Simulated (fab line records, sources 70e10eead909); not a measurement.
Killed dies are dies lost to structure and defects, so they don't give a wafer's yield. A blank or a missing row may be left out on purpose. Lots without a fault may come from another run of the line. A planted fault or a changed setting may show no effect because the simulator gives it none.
Chamber matching | flow nand_harc | NHARC_A_WL_FILL_CMP_12 on cmp-02: 4 sister chambers
The step polishes, t overpolish 30 s, target thk 75 nm. 4 wafers are shown with their chamber, then 7 later ones without.

WAFERS WITH THEIR CHAMBER
wafer  | chamber | motor_current_A (A)
L088.4 | 0       | 12.0
L088.5 | 3       | 12.1
L091.4 | 1       | 13.6
L091.5 | 2       | 11.1

WAFERS WITHOUT THEIR CHAMBER
wafer  | motor_current_A (A)
L091.6 | 13.7
L097.1 | 12.8
L097.3 | 13.0
L097.6 | 11.3
L096.1 | 10.4
L096.2 | 12.7
L096.4 | 13.0

WHICH CHAMBER EACH WENT THROUGH
wafer  | from the rows above               | in truth
L091.6 | 1                                 | 1
L097.1 | can't be placed: 3 or 1 or 0 or 2 | 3
L097.3 | can't be placed: 1 or 3 or 0      | 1
L097.6 | can't be placed: 2 or 0 or 3      | 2
L096.1 | can't be placed: 2 or 0 or 3      | 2
L096.2 | can't be placed: 3 or 0 or 1 or 2 | 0
L096.4 | can't be placed: 1 or 3 or 0      | 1
Placed correctly: 1 of 7. Can't be placed from these rows: 6 (the true chamber is among the candidates in 6). Placed wrongly: 0.
How it was worked out, from the rows above alone: a wafer's distance from a chamber is the root of the sum, over the readings, of the square of ((its reading less the chamber's mean) divided by the reading's scatter). The wafer belongs to the nearest chamber; if the next one is less than 2 further off, it can't be placed. A chamber's mean is the mean of its shown wafers. The scatter: with one shown wafer a chamber, the root of the mean of the squares of how far each hidden wafer lies from its nearest shown one.
